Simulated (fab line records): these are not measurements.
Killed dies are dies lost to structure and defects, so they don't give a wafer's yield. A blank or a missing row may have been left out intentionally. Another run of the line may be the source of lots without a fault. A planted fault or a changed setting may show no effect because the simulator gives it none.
Lot-split experiment	flow n5Finfet	39 wafers read from 7 lots, route of 1938 steps

## SPLIT DETAILS
At N5_BEOL_M6_ILD_DEP_00 (deposits SiCOH lowk from DEMS/porogen, target thk 179.75 nm, time 33.4 s), the setting timeS was moved away from the recipe's 33.4 s on 12 of the 39 wafers read, by -36.2% to +56.0%. This setting was run at the recipe's value on the other wafers.

## THE PATH FROM SPLIT TO READING: the file shows 1 step between them
- N5_BEOL_M6_CURE_74: cures SiCOH lowk, time 240 s

## THE READING
Values of M6_ILD_THK in nm from N5_BEOL_M6_THK_MEAS_01. On this fab line, fault-free wafers typically give 155.6 nm with a standard deviation of 2.1 nm.

wafer	tool, chamber at the split	timeS as run, s	against the recipe	M6_ILD_THK, nm	against lot-mates on the recipe
L079.1	pecvd-02, 0	21.3	-36.2%	98.0	-56.4
L079.2	pecvd-02, 1	21.3	-36.2%	100.3	-54.1
L079.3	pecvd-02, 2	33.4	recipe	152.0	-
L079.4	pecvd-02, 0	33.4	recipe	155.1	-
L079.5	pecvd-02, 2	21.3	-36.2%	97.7	-56.7
L079.6	pecvd-02, 1	33.4	recipe	156.1	-
L081.1	pecvd-01, 2,1	33.4	recipe	150.3	-
L081.2	pecvd-01, 2,1	33.4	recipe	150.2	-
L081.3	pecvd-01, 0,1	33.4	recipe	153.1	-
L081.4	pecvd-01, 0	33.4	recipe	156.1	-
L081.5	pecvd-01, 0,1	33.4	recipe	153.0	-
L081.6	pecvd-01, 2	33.4	recipe	153.8	-
L082.1	pecvd-01, 0	33.4	recipe	154.7	-
L082.2	pecvd-01, 1	42.94	+28.6%	196.2	+42.1
L082.3	pecvd-01, 2	33.4	recipe	152.3	-
L082.4	pecvd-01, 2	33.4	recipe	155.4	-
L082.5	pecvd-01, 1	42.94	+28.6%	197.8	+43.7
L082.6	pecvd-01, 0	42.94	+28.6%	199.7	+45.6
L083.1	pecvd-01, 2	52.11	+56.0%	239.1	+83.4
L083.2	pecvd-01, 0	33.4	recipe	155.5	-
L083.3	pecvd-01, 1	52.11	+56.0%	236.5	+80.8
L083.4	pecvd-01, 2	52.11	+56.0%	242.4	+86.7
L083.5	pecvd-01, 0	33.4	recipe	156.7	-
L083.6	pecvd-01, 1	33.4	recipe	154.9	-
L084.1	pecvd-01, 1	33.4	recipe	151.9	-
L084.2	pecvd-01, 0	33.4	recipe	155.3	-
L084.3	pecvd-01, 2	33.4	recipe	152.9	-
L084.4	pecvd-01, 1	33.4	recipe	154.5	-
L084.5	pecvd-01, 0	33.4	recipe	157.0	-
L084.6	pecvd-01, 2	33.4	recipe	155.5	-
L086.1	pecvd-02, 2	33.4	recipe	152.2	-
L086.5	pecvd-02, 2	33.4	recipe	158.5	-
L086.6	pecvd-02, 0	33.4	recipe	158.2	-
L093.1	pecvd-04, 2	48.47	+45.1%	222.5	+64.9
L093.2	pecvd-04, 1	33.4	recipe	156.5	-
L093.3	pecvd-04, 0	48.47	+45.1%	224.1	+66.5
L093.4	pecvd-04, 1	48.47	+45.1%	225.8	+68.2
L093.5	pecvd-04, 2	33.4	recipe	156.0	-
L093.6	pecvd-04, 0	33.4	recipe	160.2	-
If several chambers appear in one row, that row covers several wafers at once and the file leaves open which wafer was in which chamber.

THE FIT
A straight line over all 39 wafers: M6_ILD_THK changes by +1.53 nm for each +1% of timeS; r = +1.00; the points scatter about the line by 2.3 nm.
The same after taking each lot's own level away (the mean of its wafers on the recipe; 39 wafers): +1.5 nm for each +1%; r = +1.00; scatter 1.9 nm.
That fit puts the effect of the largest move of timeS on the reading at 84 nm.
The lots' own levels span 152.75 to 157.57 nm, that is 2.3 times the standard deviation above.
So the lot-to-lot level changes the slope little: the two slopes agree.
Check: with one of the wafers moved furthest among these (+56.0%) left out of the fit, the line predicts +84.1 nm for it against its lot-mates. Against them it came out at +83.4 nm.

## FURTHER SPLITS ON THESE WAFERS
These wafers also went through other splits before the reading. Each is held against what the fit with the lots' levels taken away leaves over:
other split on the same wafers	wafers away from the commonest value	r with M6_ILD_THK (lot level and that fit taken away)
N5_BEOL_M3_TRENCH_ETCH_37 targetDepthA	6	+0.08

## THE WHOLE CHAIN: every reading that the file lists as answering this split, in the file's order
step	what it does	reading	change (the file's fit)	r (the file's)
N5_BEOL_M6_ILD_DEP_00	deposits SiCOH lowk from DEMS/porogen, target thk 179.75 nm, time 33.4 s	SiCOH_lowk_of_BEOL_M6_ILD_DEP_00.thkNm (the simulator's own value, which no gauge read)	+1.71 nm for each +1% of the setting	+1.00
N5_BEOL_M6_CURE_74	cures SiCOH lowk, time 240 s	SiCOH_lowk_of_BEOL_M6_ILD_DEP_00.thkNm (the simulator's own value, which no gauge read)	+1.5 nm for each +1% of the setting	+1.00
N5_BEOL_M6_THK_MEAS_01		M6_ILD_THK	+1.5 for each +1% of the setting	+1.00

## FILE'S OWN FIT
M6_ILD_THK changes by +1.5 nm for each +1% of timeS, r = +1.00.
